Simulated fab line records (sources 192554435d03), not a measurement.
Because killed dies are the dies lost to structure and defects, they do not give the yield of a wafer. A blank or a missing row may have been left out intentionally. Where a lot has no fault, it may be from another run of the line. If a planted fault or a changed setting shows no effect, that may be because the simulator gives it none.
fab line records -- flow n5Finfet
record: lots: 7, wafers: 21
route steps=1938 shown BEOL_M0@720 BEOL_M1@818 BEOL_M2@884 BEOL_M4@1023 BEOL_M5@1154 BEOL_M6@1197 BEOL_M7@1302
startH: hours from the record's opening day to when the first of the lot's shown wafers began -- waitH: time in hours since the lot's previous step -- " the same as in the row above -- L1.1+2: a row that stands for several wafers -- - no value, or no start given -- * or withheld: withheld -- < > ~ a bound
route shown NAME@n: names a module that has steps shown in the file, with the first one's number in the route -- usual: mean/standard deviation of fault-free wafers -- same: alike in all rows -- chamber/n: place in a boat -- sites: each site's reading -- _std_site: the standard deviation of these -- _edge_site: the outer-site mean with the inner-site mean subtracted -- radiusMm: how far each site lies from the wafer's centre -- mask NAME#n: copy n -- behind: the most recent tool/chamber to have shaped the wafer -- hold: reason for holding the lot/hours on hold/outcome of the hold -- device: which transistor (n, p or np) failed to switch -- end of line: tests of these same wafers at the route's end -- where a step has no rows: the recipe by itself -- killed: dies that structure and defects cost at the first sort, which is not the same as the wafer's yield -- map: shows each die of a wafer: x if killed, . if not, _ if none is there
set.NAME: the setting that was run; set.NAME@STEP: the one run at that earlier step -- model.NAME: the simulator's own value behind a step, which no gauge read
one table per step and one row per wafer, for lots whose settings were changed on purpose
== steps ==
step: N5_BEOL_M0_ETCH_128
recipe: chemistry: CF4/N2, targetDepthA: 120, overetchA: 51, target: SiCN, timeS: 21.4, ionEnergyEv: 150, pressureMtorr: 40, sourceW: 430, biasW: 70, Ar_flow_sccm: 100, cf4FlowSccm: 60, n2FlowSccm: 60
usual: rfVppV: 381.9/1.9
lot.wafer,tool,chamber,startH,waitH,set.sourceW,rfVppV
L078.4,rieDiel-03,2,139.91,0.1,491.1,367.3
L078.5,rieDiel-03,0,139.91,0.1,430,382.5
L078.6,rieDiel-03,3,139.91,0.1,430,379.6
L080.3,rieDiel-04,2,152.24,0.0,430,382.8
L080.4,rieDiel-04,1,152.24,0.0,430,385.3
L080.5,rieDiel-04,1,152.24,0.0,430,384.2
L081.1,rieDiel-01,1,159.71,0.0,430,380.8
L081.2,rieDiel-01,2,159.71,0.0,368.3,402.9
L081.5,rieDiel-01,3,159.71,0.0,430,378.8
L084.1,rieDiel-01,3,176.93,0.0,488.9,365.1
L084.4,rieDiel-01,2,176.93,0.0,430,382.7
L084.5,rieDiel-01,0,176.93,0.0,488.9,365.2
L093.1,rieDiel-03,2,235.53,0.0,430,384.3
L093.3,rieDiel-03,3,235.53,0.0,373.8,397.9
L093.6,rieDiel-03,3,235.53,0.0,430,379.5
L096.3,rieDiel-03,1,247.52,0.8,430,379.6
L096.4,rieDiel-03,0,247.52,0.8,498.3,363.5
L096.5,rieDiel-03,3,247.52,0.8,430,378.9
L097.1,rieDiel-03,0,257.06,0.3,430,380.8
L097.3,rieDiel-03,2,257.06,0.3,430,385.4
L097.6,rieDiel-03,3,257.06,0.3,430,381.7
step: N5_BEOL_M0_ETCH_109
recipe: chemistry: CH3F/O2, targetDepthA: 80, overetchA: 24, target: SiCN, timeS: 27.4, ionEnergyEv: 120, pressureMtorr: 30, sourceW: 395, biasW: 75, Ar_flow_sccm: 150, CH3F_flow_sccm: 30, O2_flow_sccm: 20
usual: rfVppV: 297.3/1.9
lot.wafer,tool,chamber,startH,waitH,set.biasW,rfVppV
L078.4,rieDiel-04,2,140.41,0.3,75,299.4
L078.5,rieDiel-04,0,140.41,0.3,75,294.9
L078.6,rieDiel-04,1,140.41,0.3,75,300.6
L080.3,rieDiel-04,0,152.59,0.0,75,296.6
L080.4,rieDiel-04,1,152.59,0.0,75,298.8
L080.5,rieDiel-04,1,152.59,0.0,75,301.6
L081.1,rieDiel-04,0,159.97,0.0,75,297.2
L081.2,rieDiel-04,3,159.97,0.0,83.29,319.6
L081.5,rieDiel-04,2,159.97,0.0,83.29,317.9
L084.1,rieDiel-01,1,177.22,0.1,75,297.3
L084.4,rieDiel-01,2,177.22,0.1,75,296.4
L084.5,rieDiel-01,2,177.22,0.1,75,297.0
L093.1,rieDiel-04,0,235.90,0.1,62.1,262.4
L093.3,rieDiel-04,3,235.90,0.1,75,300.1
L093.6,rieDiel-04,1,235.90,0.1,75,299.4
L096.3,rieDiel-03,0,249.52,1.8,75,296.6
L096.4,rieDiel-03,1,249.52,1.8,75,295.9
L096.5,rieDiel-03,1,249.52,1.8,75,297.8
L097.1,rieDiel-01,3,257.31,0.0,75,294.2
L097.3,rieDiel-01,2,257.31,0.0,75,297.1
L097.6,rieDiel-01,3,257.31,0.0,75,296.9
step: N5_BEOL_M1_SPUTTER_81
recipe: material: Cu, targetThkA: 45, tempC: -20, chamberPressurePa: 0.07, powerW: withheld, timeS: 8.29
lot.wafer,tool,chamber,startH,waitH,set.timeS,model.Cu_of_BEOL_M1_SPUTTER_81.thkNm
L078.4,pvdSputter-01,-,154.70,0.1,9.21,-
L078.5+6,pvdSputter-01,-,154.70,0.1,8.29,4.6
L080.3+4+5,pvdSputter-02,-,161.75,0.1,8.29,4.4
L081.1+2,pvdSputter-03,-,175.90,0.1,8.29,4.6
L081.5,pvdSputter-03,-,175.90,0.1,9.39,5
L084.1,pvdSputter-02,-,194.20,0.1,7.64,-
L084.4,pvdSputter-02,-,194.20,0.1,8.29,4.4
L084.5,pvdSputter-02,-,194.20,0.1,8.29,4.2
L093.1+6,pvdSputter-03,-,248.43,0.1,8.29,4.4
L093.3,pvdSputter-03,-,248.43,0.1,7.085,-
L096.3+4,pvdSputter-01,-,257.97,0.1,7.461,-
L096.5,pvdSputter-01,-,257.97,0.1,8.29,4.6
L097.1,pvdSputter-01,-,285.15,0.1,8.29,4.8
L097.3,pvdSputter-01,-,285.15,0.1,9.199,5.2
L097.6,pvdSputter-01,-,285.15,0.1,8.29,4.6
step: N5_BEOL_M2_ETCH_70
recipe: chemistry: N2/H2, target: SOC, targetDepthA: 800, overetchA: 240, maskMaterial: SiARC, tempC: 40, timeS: 130, ionEnergyEv: 200, pressureMtorr: 30, sourceW: 840, biasW: 150, n2FlowSccm: 200, h2FlowSccm: 200
usual: rfVppV: 523.2/2.5
lot.wafer,tool,chamber,startH,waitH,set.sourceW,rfVppV
L078.4,rieDiel-01,2,167.69,0.0,840,524.1
L078.5,rieDiel-01,0,167.69,0.0,840,523.3
L078.6,rieDiel-01,3,167.69,0.0,736.9,545.8
L080.3,rieDiel-03,3,173.52,0.0,840,522.5
L080.4,rieDiel-03,1,173.52,0.0,840,522.3
L080.5,rieDiel-03,2,173.52,0.0,840,527.2
L081.1,rieDiel-04,0,185.30,0.0,840,522.4
L081.2,rieDiel-04,3,185.30,0.0,961.5,505.0
L081.5,rieDiel-04,3,185.30,0.0,961.5,503.4
L084.1,rieDiel-01,2,220.59,0.0,711.8,552.0
L084.4,rieDiel-01,1,220.59,0.0,840,523.1
L084.5,rieDiel-01,0,220.59,0.0,840,522.2
L093.1,rieDiel-01,2,256.85,0.0,840,522.6
L093.3,rieDiel-01,0,256.85,0.0,840,521.2
L093.6,rieDiel-01,2,256.85,0.0,749.4,543.0
L096.3,rieDiel-04,3,278.26,0.0,840,528.2
L096.4,rieDiel-04,2,278.26,0.0,840,525.8
L096.5,rieDiel-04,1,278.26,0.0,840,527.6
L097.1,rieDiel-01,0,296.88,0.0,840,521.5
L097.3,rieDiel-01,3,296.88,0.0,840,521.7
L097.6,rieDiel-01,1,296.88,0.0,840,523.7
step: N5_BEOL_M2_TRENCH_ETCH_37
recipe: chemistry: C4F6/O2, targetDepthA: 555.55, target: SiOC, timeS: 29.2, ionEnergyEv: 250, pressureMtorr: 30, sourceW: 355, biasW: 185, Ar_flow_sccm: 300, C4F6_flow_sccm: 10, O2_flow_sccm: 10
usual: rfVppV: 666/6.7
lot.wafer,tool,chamber,startH,waitH,set.sourceW,rfVppV
L078.4,rieDiel-01,2,-,-,355,668
L078.5,rieDiel-01,0,-,-,355,669
L078.6,rieDiel-01,3,-,-,355,662
L080.3,rieDiel-03,3,-,-,355,655
L080.4,rieDiel-03,1,-,-,355,659
L080.5,rieDiel-03,2,-,-,355,665
L081.1,rieDiel-04,0,-,-,355,656
L081.2,rieDiel-04,3,-,-,355,677
L081.5,rieDiel-04,3,-,-,319.1,716
L084.1,rieDiel-01,2,-,-,355,666
L084.4,rieDiel-01,1,-,-,355,666
L084.5,rieDiel-01,0,-,-,418.5,615
L093.1,rieDiel-01,2,-,-,376.9,646
L093.3,rieDiel-01,0,-,-,355,668
L093.6,rieDiel-01,2,-,-,355,667
L096.3,rieDiel-04,3,-,-,396.4,641
L096.4,rieDiel-04,2,-,-,396.4,631
L096.5,rieDiel-04,1,-,-,355,679
L097.1,rieDiel-01,0,-,-,355,669
L097.3,rieDiel-01,3,-,-,355,660
L097.6,rieDiel-01,1,-,-,355,667
step: N5_BEOL_M2_DEP_57
recipe: material: SiCN, targetThkA: 80, tempC: withheld, precursor: 3MS/NH3, pressureTorr: 3, rfW: 202, timeS: 14
lot.wafer,tool,chamber,startH,waitH,set.timeS,model.SiCN_of_BEOL_M2_DEP_57.thkNm
L078.4+6,pecvd-03,"0,1",172.64,0.0,14.99,8.6
L078.5,pecvd-03,2,172.64,0.0,14,8
L080.3+4+5,pecvd-01,"2,0,1",177.79,0.0,14,8
L081.1,pecvd-03,1,189.40,0.0,14,8
L081.2+5,pecvd-03,"2,0",189.40,0.0,14.62,8.4
L084.1,pecvd-03,1,226.48,0.0,14.91,8.6
L084.4,pecvd-03,1,226.48,0.0,14,8
L084.5,pecvd-03,0,226.48,0.0,14,8.2
L093.1+6,pecvd-04,"2,0",262.44,0.0,15.26,8.8
L093.3,pecvd-04,0,262.44,0.0,14,8
L096.3,pecvd-01,2,282.96,0.0,14,7.8
L096.4+5,pecvd-01,"0,1",282.96,0.0,14,8
L097.1,pecvd-01,2,303.84,0.0,14,7.8
L097.3+6,pecvd-01,"0,1",303.84,0.0,13.13,7.6
step: N5_BEOL_M4_PECVD_72
recipe: material: SiO2, targetThkA: 160, tempC: 400, precursor: TEOS/O2, pressureTorr: 5.5, rfW: 450, teosFlowSccm: 53.8, gas: O2, flowSccm: 3000, timeS: 18
lot.wafer,tool,chamber,startH,waitH,set.tempC,model.SiO2_of_BEOL_M4_PECVD_72.thkNm
L078.4,pecvd-01,0,193.15,0.1,382,17.6
L078.5,pecvd-01,2,193.15,0.1,400,15.8
L078.6,pecvd-01,1,193.15,0.1,400,16
L080.3,pecvd-01,0,197.67,0.0,400,15.4
L080.4,pecvd-01,1,197.67,0.0,400,16.2
L080.5,pecvd-01,0,197.67,0.0,400,16
L081.1+2,pecvd-03,"0,1",209.43,0.0,400,15.6
L081.5,pecvd-03,1,209.43,0.0,400,16
L084.1,pecvd-01,2,237.08,0.0,400,15.8
L084.4,pecvd-01,2,237.08,0.0,400,16.4
L084.5,pecvd-01,0,237.08,0.0,400,16
L093.1+3+6,pecvd-01,"2,1,0",287.72,0.0,400,16
L096.3,pecvd-01,1,301.47,0.0,400,16.2
L096.4,pecvd-01,1,301.47,0.0,410.8,15.2
L096.5,pecvd-01,0,301.47,0.0,410.8,14.8
L097.1,pecvd-02,1,311.59,0.0,400,15.6
L097.3,pecvd-02,2,311.59,0.0,400,15.8
L097.6,pecvd-02,1,311.59,0.0,400,16
step: N5_BEOL_M4_COAT_61
recipe: resist: SOC, tempC: 250, timeS: 60, spinRpm: 1500, resistThkNm: 60
lot.wafer,tool,chamber,startH,waitH,set.spinRpm,model.SOC_of_BEOL_M4_COAT_61.thkNm
L078.4,lithoTrack-04,0,193.79,0.1,1500,60.2
L078.5,lithoTrack-04,0,193.79,0.1,1500,60
L078.6,lithoTrack-04,0,193.79,0.1,1500,59.8
L080.3+4+5,lithoTrack-02,0,199.31,0.1,1500,60.4
L081.1+5,lithoTrack-04,0,210.70,0.1,1500,60.2
L081.2,lithoTrack-04,0,210.70,0.1,1563,59
L084.1,lithoTrack-05,0,239.45,0.1,1500,60
L084.4,lithoTrack-05,0,239.45,0.1,1651,57.4
L084.5,lithoTrack-05,0,239.45,0.1,1500,60.2
L093.1+3+6,lithoTrack-04,0,289.57,0.1,1635,57.4
L096.3,lithoTrack-02,0,302.71,0.1,1500,60.2
L096.4,lithoTrack-02,0,302.71,0.1,1658,57.4
L096.5,lithoTrack-02,0,302.71,0.1,1500,60
L097.1+3,lithoTrack-05,0,312.50,0.1,1648,57.2
L097.6,lithoTrack-05,0,312.50,0.1,1500,60
step: N5_BEOL_M4_COAT_62
recipe: resist: SiARC, tempC: 220, timeS: 60, spinRpm: 1500, resistThkNm: 12
step: N5_BEOL_M4_COAT_73
recipe: resist: underlayer, tempC: 205, timeS: 60, spinRpm: 1500, resistThkNm: 5
step: N5_BEOL_M4_ETCH_74
recipe: chemistry: N2/H2, target: underlayer, targetDepthA: 65, maskMaterial: CAR-EUV, timeS: 5.2, ionEnergyEv: 200, pressureMtorr: 30, sourceW: 840, biasW: 150, n2FlowSccm: 200, h2FlowSccm: 200, ends: cleared
step: N5_BEOL_M4_ETCH_63
recipe: chemistry: CF4, target: SiARC, targetDepthA: 156, maskMaterial: CAR-EUV, timeS: 26, ionEnergyEv: 80, pressureMtorr: 40, sourceW: 545, biasW: 36, Ar_flow_sccm: 100, cf4FlowSccm: 100, ends: cleared
step: N5_BEOL_M4_ETCH_64
recipe: chemistry: N2/H2, target: SOC, targetDepthA: 750, overetchA: 225, maskMaterial: SiARC, tempC: 40, timeS: 121.9, ionEnergyEv: 200, pressureMtorr: 30, sourceW: 840, biasW: 150, n2FlowSccm: 200, h2FlowSccm: 200
lot.wafer,tool,chamber,startH,waitH,set.spinRpm@BEOL_M4_COAT_61,model.etch.depthNm
L078.4,rieDiel-04,1,194.42,0.0,1500,60.14
L078.5,rieDiel-04,1,194.42,0.0,1500,59.99
L078.6,rieDiel-04,0,194.42,0.0,1500,59.86
L080.3,rieDiel-04,3,199.81,0.0,1500,60.41
L080.4,rieDiel-04,1,199.81,0.0,1500,60.3
L080.5,rieDiel-04,0,199.81,0.0,1500,60.33
L081.1,rieDiel-04,3,211.17,0.0,1500,60.21
L081.2,rieDiel-04,2,211.17,0.0,1563,59.04
L081.5,rieDiel-04,3,211.17,0.0,1500,60.1
L084.1,rieDiel-03,1,239.92,0.0,1500,60.03
L084.4,rieDiel-03,0,239.92,0.0,1651,57.45
L084.5,rieDiel-03,2,239.92,0.0,1500,60.22
L093.1,rieDiel-03,1,290.13,0.0,1635,57.36
L093.3,rieDiel-03,2,290.13,0.0,1635,57.42
L093.6,rieDiel-03,2,290.13,0.0,1635,57.46
L096.3,rieDiel-01,1,303.73,0.0,1500,60.15
L096.4,rieDiel-01,1,303.73,0.0,1658,57.32
L096.5,rieDiel-01,3,303.73,0.0,1500,60.04
L097.1,rieDiel-03,3,313.10,0.0,1648,57.21
L097.3,rieDiel-03,1,313.10,0.0,1648,57.28
L097.6,rieDiel-03,2,313.10,0.0,1500,59.92
step: N5_BEOL_M5_ETCH_68
recipe: chemistry: N2/H2, target: SOC, targetDepthA: 800, overetchA: 160, maskMaterial: SiARC, tempC: 40, timeS: 120, ionEnergyEv: 200, pressureMtorr: 30, sourceW: 840, biasW: 150, n2FlowSccm: 200, h2FlowSccm: 200
usual: rfVppV: 524/3.3
lot.wafer,tool,chamber,startH,waitH,set.biasW,rfVppV,model.SiARC_of_BEOL_M5_COAT_66.thkNm
L078.4,rieDiel-02,0,214.46,0.0,167.9,565,5.8
L078.5,rieDiel-02,1,214.46,0.0,167.9,566,5.6
L078.6,rieDiel-02,0,214.46,0.0,150,526,6.4
L080.3,rieDiel-06,1,219.83,0.0,150,518,6.4
L080.4,rieDiel-06,2,219.83,0.0,150,520,6.6
L080.5,rieDiel-06,3,219.83,0.0,150,528,6.4
L081.1,rieDiel-06,3,228.79,0.0,162.9,557,5.6
L081.2,rieDiel-06,1,228.79,0.0,162.9,545,5.6
L081.5,rieDiel-06,2,228.79,0.0,150,520,6.4
L084.1,rieDiel-06,3,259.81,0.0,150,530,6.4
L084.4,rieDiel-06,2,259.81,0.0,150,521,6.4
L084.5,rieDiel-06,1,259.81,0.0,150,518,6.2
L093.1,rieDiel-06,3,315.93,0.0,150,527,6.4
L093.3,rieDiel-06,2,315.93,0.0,139.5,498,7.2
L093.6,rieDiel-06,0,315.93,0.0,139.5,503,7
L096.3,rieDiel-02,1,323.41,0.0,170,570,5.4
L096.4,rieDiel-02,0,323.41,0.0,150,526,6.4
L096.5,rieDiel-02,2,323.41,0.0,150,521,6.6
L097.1,rieDiel-05,1,324.70,0.0,167.1,558,5.8
L097.3,rieDiel-05,3,324.70,0.0,167.1,559,5.6
L097.6,rieDiel-05,0,324.70,0.0,150,521,6.4
step: N5_BEOL_M5_ETCH_41
recipe: chemistry: CH3F/O2, target: SiCN, targetDepthA: 315, taperDeg: 2, timeS: 56.7, ionEnergyEv: 120, maskMaterial: TiN, pressureMtorr: 30, sourceW: 395, biasW: 75, Ar_flow_sccm: 150, CH3F_flow_sccm: 30, O2_flow_sccm: 20
usual: rfVppV: 297.4/2
lot.wafer,tool,chamber,startH,waitH,set.sourceW,rfVppV
L078.4,rieDiel-02,0,-,-,395,298.1
L078.5,rieDiel-02,1,-,-,395,300.9
L078.6,rieDiel-02,0,-,-,441.9,287.2
L080.3,rieDiel-06,1,-,-,395,295.4
L080.4,rieDiel-06,2,-,-,395,295.8
L080.5,rieDiel-06,3,-,-,395,299.6
L081.1,rieDiel-06,3,-,-,373.5,304.0
L081.2,rieDiel-06,1,-,-,395,295.8
L081.5,rieDiel-06,2,-,-,373.5,300.4
L084.1,rieDiel-06,3,-,-,395,300.3
L084.4,rieDiel-06,2,-,-,395,296.0
L084.5,rieDiel-06,1,-,-,333.8,309.1
L093.1,rieDiel-06,3,-,-,329,319.1
L093.3,rieDiel-06,2,-,-,395,295.1
L093.6,rieDiel-06,0,-,-,395,297.2
L096.3,rieDiel-02,1,-,-,454.8,285.7
L096.4,rieDiel-02,0,-,-,395,298.6
L096.5,rieDiel-02,2,-,-,454.8,284.4
L097.1,rieDiel-05,1,-,-,395,295.2
L097.3,rieDiel-05,3,-,-,395,297.4
L097.6,rieDiel-05,0,-,-,395,297.2
step: N5_BEOL_M6_PECVD_70
recipe: material: SiO2, targetThkA: 200, tempC: 400, precursor: TEOS/O2, pressureTorr: 5.5, rfW: 450, teosFlowSccm: 53.8, gas: O2, flowSccm: 3000, timeS: 22.7
lot.wafer,tool,chamber,startH,waitH,set.timeS,model.SiO2_of_BEOL_M6_PECVD_70.thkNm
L078.4+6,pecvd-03,"0,1",222.16,0.1,22.7,20.2
L078.5,pecvd-03,0,222.16,0.1,22.7,20
L080.3,pecvd-04,0,227.75,0.0,22.7,20
L080.4+5,pecvd-04,"0,2",227.75,0.0,22.7,20.2
L081.1,pecvd-01,2,237.46,0.0,22.7,19.4
L081.2,pecvd-01,0,237.46,0.0,24.21,20.8
L081.5,pecvd-01,0,237.46,0.0,24.21,21
L084.1,pecvd-03,0,268.30,0.0,22.7,19.4
L084.4+5,pecvd-03,"1,2",268.30,0.0,22.7,19.6
L093.1,pecvd-04,2,326.13,0.0,22.7,20
L093.3,pecvd-04,0,326.13,0.0,25.27,22.4
L093.6,pecvd-04,0,326.13,0.0,22.7,20.6
L096.3,pecvd-04,2,332.30,0.0,25.07,21.8
L096.4+5,pecvd-04,"0,2",332.30,0.0,25.07,22.6
L097.1+3,pecvd-04,"2,0",333.84,0.0,22.7,20
L097.6,pecvd-04,0,333.84,0.0,22.7,20.2
step: N5_BEOL_M6_HM_DEP_02
recipe: material: TiN, targetThkA: 200, tempC: 25, chamberPressurePa: 0.49996
lot.wafer,tool,chamber,startH,waitH,set.targetThkA,model.TiN_of_BEOL_M6_HM_DEP_02.thkNm
L078.4,pvdSputter-03,-,223.94,1.8,184.7,18.6
L078.5+6,pvdSputter-03,-,223.94,1.8,200,20.2
L080.3,pvdSputter-03,-,228.72,0.9,200,20.2
L080.4+5,pvdSputter-03,-,228.72,0.9,200,20
L081.1,pvdSputter-02,-,239.37,1.9,200,20.6
L081.2,pvdSputter-02,-,239.37,1.9,200,20.4
L081.5,pvdSputter-02,-,239.37,1.9,200,20.2
L084.1+5,pvdSputter-03,-,270.34,2.0,200,20.2
L084.4,pvdSputter-03,-,270.34,2.0,209,21.2
L093.1,pvdSputter-02,-,329.01,2.9,185.2,19
L093.3,pvdSputter-02,-,329.01,2.9,200,20.2
L093.6,pvdSputter-02,-,329.01,2.9,200,20.4
L096.3,pvdSputter-01,-,333.34,1.0,200,19.8
L096.4,pvdSputter-01,-,333.34,1.0,200,20
L096.5,pvdSputter-01,-,333.34,1.0,215.7,21.6
L097.1,pvdSputter-02,-,335.75,1.9,224.2,22.6
L097.3,pvdSputter-02,-,335.75,1.9,200,20.2
L097.6,pvdSputter-02,-,335.75,1.9,200,20
step: N5_BEOL_M6_COAT_59
recipe: resist: SOC, tempC: 250, timeS: 60, spinRpm: 1500, resistThkNm: 100
step: N5_BEOL_M6_COAT_60
recipe: resist: SiARC, tempC: 220, timeS: 60, spinRpm: 1500, resistThkNm: 35
step: N5_BEOL_M6_STRIP_68
recipe: chemistry: N2/H2, tempC: 40, n2FlowSccm: 200, h2FlowSccm: 200, rfFrequencyHz: 6e+07
step: N5_BEOL_M6_STRIP_67
recipe: chemistry: CF4, resist: SiARC, powerW: 300, biasPowerW: 75, pressureMtorr: 50, cf4FlowSccm: 150, rfFrequencyHz: 6e+07
step: N5_BEOL_M6_HM_OPEN_17
recipe: chemistry: Cl2/BCl3, targetDepthA: 200, overetchA: 60, target: TiN, maskMaterial: SOC, ionEnergyEv: 150, pressureMtorr: 10, icpW: 1000, biasW: 126, Cl2_flow_sccm: 53.25, bcl3FlowSccm: 21.75, Ar_flow_sccm: 25
lot.wafer,tool,chamber,startH,waitH,set.targetThkA@BEOL_M6_HM_DEP_02,model.etch.depthNm
L078.4,rieMetal-03,0,224.71,0.1,184.7,18.68
L078.5+6,rieMetal-03,"1,0",224.71,0.1,200,20.29
L080.3,rieMetal-01,1,229.49,0.1,200,20.1
L080.4,rieMetal-01,0,229.49,0.1,200,19.99
L080.5,rieMetal-01,0,229.49,0.1,200,20.09
L081.1,rieMetal-01,1,240.27,0.1,200,20.69
L081.2,rieMetal-01,0,240.27,0.1,200,20.32
L081.5,rieMetal-01,0,240.27,0.1,200,20.29
L084.1,rieMetal-03,1,271.56,0.0,200,20.22
L084.4,rieMetal-03,1,271.56,0.0,209,21.14
L084.5,rieMetal-03,0,271.56,0.0,200,20.25
L093.1,rieMetal-02,1,330.11,0.0,185.2,19.03
L093.3,rieMetal-02,0,330.11,0.0,200,20.17
L093.6,rieMetal-02,1,330.11,0.0,200,20.35
L096.3,rieMetal-01,0,334.15,0.1,200,19.89
L096.4,rieMetal-01,0,334.15,0.1,200,19.98
L096.5,rieMetal-01,0,334.15,0.1,215.7,21.61
L097.1,rieMetal-02,1,336.62,0.0,224.2,22.68
L097.3,rieMetal-02,0,336.62,0.0,200,20.22
L097.6,rieMetal-02,0,336.62,0.0,200,20.08
step: N5_BEOL_M6_STRIP_19
recipe: chemistry: O2, powerW: 400, tempC: 40, pressureMtorr: 30, rfFrequencyHz: 6e+07, biasPowerW: 0, overashFraction: 0.2, o2FlowSccm: 225
step: N5_BEOL_M6_STRIP_76
recipe: chemistry: C4F6/O2, resist: SiARC, rfFrequencyHz: 6e+07
step: N5_BEOL_M6_STRIP_36
recipe: chemistry: N2/H2, powerW: 450, tempC: 40, pressureMtorr: 20, rfFrequencyHz: 6e+07, overashFraction: 0.3, biasPowerW: 7, h2Frac: 0.5, n2FlowSccm: 200, h2FlowSccm: 200
step: N5_BEOL_M6_TRENCH_ETCH_37
recipe: chemistry: C4F6/O2, targetDepthA: 944.35, target: SiCOH_lowk, timeS: 31.5, ionEnergyEv: 250, pressureMtorr: 30, sourceW: 345, biasW: 185, Ar_flow_sccm: 300, C4F6_flow_sccm: 10, O2_flow_sccm: 10
lot.wafer,tool,chamber,startH,waitH,set.targetThkA@BEOL_M6_HM_DEP_02,model.TiN_of_BEOL_M6_HM_DEP_02.thkNm
L078.4,rieDiel-04,2,-,-,184.7,16
L078.5+6,rieDiel-04,"3,0",-,-,200,17.6
L080.3+4+5,rieDiel-03,"1,3,2",-,-,200,17.4
L081.1,rieDiel-01,3,-,-,200,18
L081.2+5,rieDiel-01,"1,3",-,-,200,17.6
L084.1,rieDiel-01,1,-,-,200,17.4
L084.4,rieDiel-01,2,-,-,209,18.6
L084.5,rieDiel-01,0,-,-,200,17.6
L093.1,rieDiel-04,2,-,-,185.2,16.4
L093.3+6,rieDiel-04,"3,1",-,-,200,17.6
L096.3+4,rieDiel-04,"2,3",-,-,200,17.2
L096.5,rieDiel-04,3,-,-,215.7,19
L097.1,rieDiel-04,3,-,-,224.2,20
L097.3,rieDiel-04,2,-,-,200,17.6
L097.6,rieDiel-04,2,-,-,200,17.4
step: N5_BEOL_M7_ETCH_66
recipe: chemistry: N2/H2, target: SOC, targetDepthA: 800, overetchA: 160, maskMaterial: SiARC, tempC: 40, timeS: 120, ionEnergyEv: 200, pressureMtorr: 30, sourceW: 840, biasW: 150, n2FlowSccm: 200, h2FlowSccm: 200
lot.wafer,tool,chamber,startH,waitH,set.timeS,model.SiARC_of_BEOL_M7_COAT_64.thkNm
L078.4,rieDiel-02,2,235.18,0.1,110,6.8
L078.5,rieDiel-02,3,235.18,0.1,110,7
L078.6,rieDiel-02,2,235.18,0.1,120,6.4
L080.3+5,rieDiel-05,"0,1",238.54,0.0,120,6.2
L080.4,rieDiel-05,1,238.54,0.0,120,6.4
L081.1,rieDiel-05,3,253.52,0.0,120,6.2
L081.2+5,rieDiel-05,2,253.52,0.0,120,6.4
L084.1+5,rieDiel-05,1,279.78,0.0,128.8,6
L084.4,rieDiel-05,3,279.78,0.0,120,6.4
L093.1,rieDiel-02,3,338.80,0.0,101.1,7.4
L093.3+6,rieDiel-02,2,338.80,0.0,120,6.6
L096.3,rieDiel-06,2,342.70,0.0,120,6.6
L096.4,rieDiel-06,3,342.70,0.0,144.4,5.2
L096.5,rieDiel-06,0,342.70,0.0,120,6.4
L097.1+6,rieDiel-05,"0,3",346.67,0.0,133.2,5.8
L097.3,rieDiel-05,3,346.67,0.0,120,6.4
== key ==
split: step: N5_BEOL_M0_ETCH_128, setting: sourceW, stated: 430, by: wafer
response: step: N5_BEOL_M0_ETCH_128, reading: rfVppV, change: -1.2, per: 1%, r: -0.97
split: step: N5_BEOL_M0_ETCH_109, setting: biasW, stated: 75, by: wafer
response: step: N5_BEOL_M0_ETCH_109, reading: rfVppV, change: +2.11, per: 1%, r: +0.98
split: step: N5_BEOL_M1_SPUTTER_81, setting: timeS, stated: 8.29, by: wafer
response: step: N5_BEOL_M1_SPUTTER_81, reading: model.Cu_of_BEOL_M1_SPUTTER_81.thkNm, change: +0.0364, per: 1%, r: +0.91
split: step: N5_BEOL_M2_ETCH_70, setting: sourceW, stated: 840, by: wafer
response: step: N5_BEOL_M2_ETCH_70, reading: rfVppV, change: -1.71, per: 1%, r: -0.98
split: step: N5_BEOL_M2_TRENCH_ETCH_37, setting: sourceW, stated: 355, by: wafer
response: step: N5_BEOL_M2_TRENCH_ETCH_37, reading: rfVppV, change: -3.45, per: 1%, r: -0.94
split: step: N5_BEOL_M2_DEP_57, setting: timeS, stated: 14, by: wafer
response: step: N5_BEOL_M2_DEP_57, reading: model.SiCN_of_BEOL_M2_DEP_57.thkNm, change: +0.0765, per: 1%, r: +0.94
split: step: N5_BEOL_M4_PECVD_72, setting: tempC, stated: 400, by: wafer
response: step: N5_BEOL_M4_PECVD_72, reading: model.SiO2_of_BEOL_M4_PECVD_72.thkNm, change: -0.395, per: 1%, r: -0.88
split: step: N5_BEOL_M4_COAT_61, setting: spinRpm, stated: 1500, by: wafer
response: step: N5_BEOL_M4_COAT_61, reading: model.SOC_of_BEOL_M4_COAT_61.thkNm, change: -0.27, per: 1%, r: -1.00
response: step: N5_BEOL_M4_ETCH_64, reading: model.etch.depthNm, change: -0.266, per: 1%, r: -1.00
split: step: N5_BEOL_M5_ETCH_68, setting: biasW, stated: 150, by: wafer
response: step: N5_BEOL_M5_ETCH_68, reading: rfVppV, change: +3.44, per: 1%, r: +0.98
response: step: N5_BEOL_M5_ETCH_68, reading: model.SiARC_of_BEOL_M5_COAT_66.thkNm, change: -0.0746, per: 1%, r: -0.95
split: step: N5_BEOL_M5_ETCH_41, setting: sourceW, stated: 395, by: wafer
response: step: N5_BEOL_M5_ETCH_41, reading: rfVppV, change: -1.02, per: 1%, r: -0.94
split: step: N5_BEOL_M6_PECVD_70, setting: timeS, stated: 22.7, by: wafer
response: step: N5_BEOL_M6_PECVD_70, reading: model.SiO2_of_BEOL_M6_PECVD_70.thkNm, change: +0.196, per: 1%, r: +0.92
split: step: N5_BEOL_M6_HM_DEP_02, setting: targetThkA, stated: 200, by: wafer
response: step: N5_BEOL_M6_HM_DEP_02, reading: model.TiN_of_BEOL_M6_HM_DEP_02.thkNm, change: +0.205, per: 1%, r: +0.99
response: step: N5_BEOL_M6_HM_OPEN_17, reading: model.etch.depthNm, change: +0.203, per: 1%, r: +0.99
response: step: N5_BEOL_M6_TRENCH_ETCH_37, reading: model.TiN_of_BEOL_M6_HM_DEP_02.thkNm, change: +0.206, per: 1%, r: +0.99
split: step: N5_BEOL_M7_ETCH_66, setting: timeS, stated: 120, by: wafer
response: step: N5_BEOL_M7_ETCH_66, reading: model.SiARC_of_BEOL_M7_COAT_64.thkNm, change: -0.0582, per: 1%, r: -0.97
